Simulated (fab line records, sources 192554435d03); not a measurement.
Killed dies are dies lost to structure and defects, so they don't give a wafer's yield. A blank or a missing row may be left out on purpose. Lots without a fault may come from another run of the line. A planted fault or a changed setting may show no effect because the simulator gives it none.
Split-lot experiment | flow n5_finfet | 7 lots, 21 wafers read, on a route of 1938 steps

THE SPLIT
At N5_BEOL_M0_SAQP_COAT_82 (time 60 s, resist thk 30 nm), the setting spin_rpm was moved away from the recipe's 1500 rpm on 5 of the 21 wafers read, by -10.1% to +6.3%. The other wafers ran this setting at the recipe's value.

FROM THE SPLIT TO THE READING: what the file shows between them, 4 steps
- N5_BEOL_M0_SAQP_COAT_08: resist thk 90 nm
- N5_BEOL_M0_SAQP_EBR_10
- N5_BEOL_M0_SAQP_DESCUM_19: chemistry O2, time 7.9 s
- N5_BEOL_M0_SAQP_ETCH_83: etches SiARC in CF4, target depth 39 nm, time 65 s

THE READING
SiARC_of_BEOL_M0_SAQP_COAT_82.thk_nm (the simulator's own value, which no gauge read), in nm, at N5_BEOL_M0_SAQP_ETCH_84 (etches SOC in N2/H2, target depth 100 nm, overetch 20 nm, time 150 s). The file gives no usual value for it. The 16 wafers here that ran the recipe average 24.3 nm, standard deviation 0.17 nm.

wafer  | tool, chamber at the split | spin_rpm as run, rpm | against the recipe | SiARC_of_BEOL_M0_SAQP_COAT_82.thk_nm, nm | against lot-mates on the recipe
L077.3 | litho_track-02, 0          | 1500                 | recipe             | 24.4                                     | -
L077.5 | litho_track-02, 0          | 1565                 | +4.3%              | 23.8                                     | -0.5
L077.6 | litho_track-02, 0          | 1500                 | recipe             | 24.2                                     | -
L078.1 | litho_track-02, 0          | 1594                 | +6.3%              | 23.4                                     | -1.0
L078.2 | litho_track-02, 0          | 1594                 | +6.3%              | 23.6                                     | -0.8
L078.6 | litho_track-02, 0          | 1500                 | recipe             | 24.4                                     | -
L082.3 | litho_track-05, 0          | 1500                 | recipe             | 24.4                                     | -
L082.4 | litho_track-05, 0          | 1500                 | recipe             | 24.4                                     | -
L082.5 | litho_track-05, 0          | 1500                 | recipe             | 24.4                                     | -
L090.1 | litho_track-05, 0          | 1500                 | recipe             | 24.6                                     | -
L090.6 | litho_track-05, 0          | 1500                 | recipe             | 24.6                                     | -
L090.3 | litho_track-05, 0          | 1500                 | recipe             | 24.4                                     | -
L092.1 | litho_track-05, 0          | 1500                 | recipe             | 24                                       | -
L092.2 | litho_track-05, 0          | 1500                 | recipe             | 24.4                                     | -
L092.6 | litho_track-05, 0          | 1500                 | recipe             | 24.2                                     | -
L095.3 | litho_track-04, 0          | 1500                 | recipe             | 24.4                                     | -
L095.5 | litho_track-04, 0          | 1348                 | -10.1%             | 26.2                                     | +1.8
L095.6 | litho_track-04, 0          | 1348                 | -10.1%             | 26                                       | +1.6
L094.3 | litho_track-04, 0          | 1500                 | recipe             | 24                                       | -
L094.4 | litho_track-04, 0          | 1500                 | recipe             | 24.2                                     | -
L094.6 | litho_track-04, 0          | 1500                 | recipe             | 24.2                                     | -

THE FIT
A straight line over all 21 wafers: SiARC_of_BEOL_M0_SAQP_COAT_82.thk_nm changes by -0.16 nm for each +1% of spin_rpm; r = -0.96; the points scatter about the line by 0.18 nm.
The same after taking each lot's own level away (the mean of its wafers on the recipe; 21 wafers): -0.158 nm for each +1%; r = -0.98; scatter 0.11 nm.
On that fit, the largest move of spin_rpm shifts the reading by 1.6 nm.
The lots' own levels span 24.13 to 24.53 nm, that is 2.3 times the standard deviation above.
So the lot-to-lot level changes the slope little: the two slopes agree.
Check: with one of the wafers moved furthest among these (-10.1%) left out of the fit, the line predicts +1.52 nm for it against its lot-mates. It came out at +1.8 nm against them.

OTHER SPLITS ON THESE WAFERS
These wafers also went through other splits before the reading. Each is held against what the fit with the lots' levels taken away leaves over:
other split on the same wafers       | wafers away from the commonest value | r with SiARC_of_BEOL_M0_SAQP_COAT_82.thk_nm (lot level and that fit taken away)
N5_MOL_CONTACT_COAG_STRIP_108 temp_c | 9                                    | +0.01
N5_BEOL_M0_SAQP_PECVD_04 time_s      | 6                                    | +0.13

THE WHOLE CHAIN: every reading that the file lists as answering this split, in the file's order
step                    | what it does                                                         | reading                                                                                 | change (the file's fit)               | r (the file's)
N5_BEOL_M0_SAQP_COAT_82 | time 60 s, resist thk 30 nm                                          | SiARC_of_BEOL_M0_SAQP_COAT_82.thk_nm (the simulator's own value, which no gauge read)   | -0.146 nm for each +1% of the setting | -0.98
N5_BEOL_M0_SAQP_ETCH_83 | etches SiARC in CF4, target depth 39 nm, time 65 s                   | etch_rf_on_time_s                                                                       | withheld for each +1% of the setting  | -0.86
N5_BEOL_M0_SAQP_ETCH_83 | etches SiARC in CF4, target depth 39 nm, time 65 s                   | etch.depth_nm (the simulator's own value, which no gauge read)                          | -0.149 nm for each +1% of the setting | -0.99
N5_BEOL_M0_SAQP_ETCH_83 | etches SiARC in CF4, target depth 39 nm, time 65 s                   | CAR-ArF_of_BEOL_M0_SAQP_COAT_08.thk_nm (the simulator's own value, which no gauge read) | +0.152 nm for each +1% of the setting | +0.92
N5_BEOL_M0_SAQP_ETCH_84 | etches SOC in N2/H2, target depth 100 nm, overetch 20 nm, time 150 s | SiARC_of_BEOL_M0_SAQP_COAT_82.thk_nm (the simulator's own value, which no gauge read)   | -0.156 nm for each +1% of the setting | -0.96

THE FILE'S OWN FIT
SiARC_of_BEOL_M0_SAQP_COAT_82.thk_nm changes by -0.156 nm for each +1% of spin_rpm, r = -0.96.
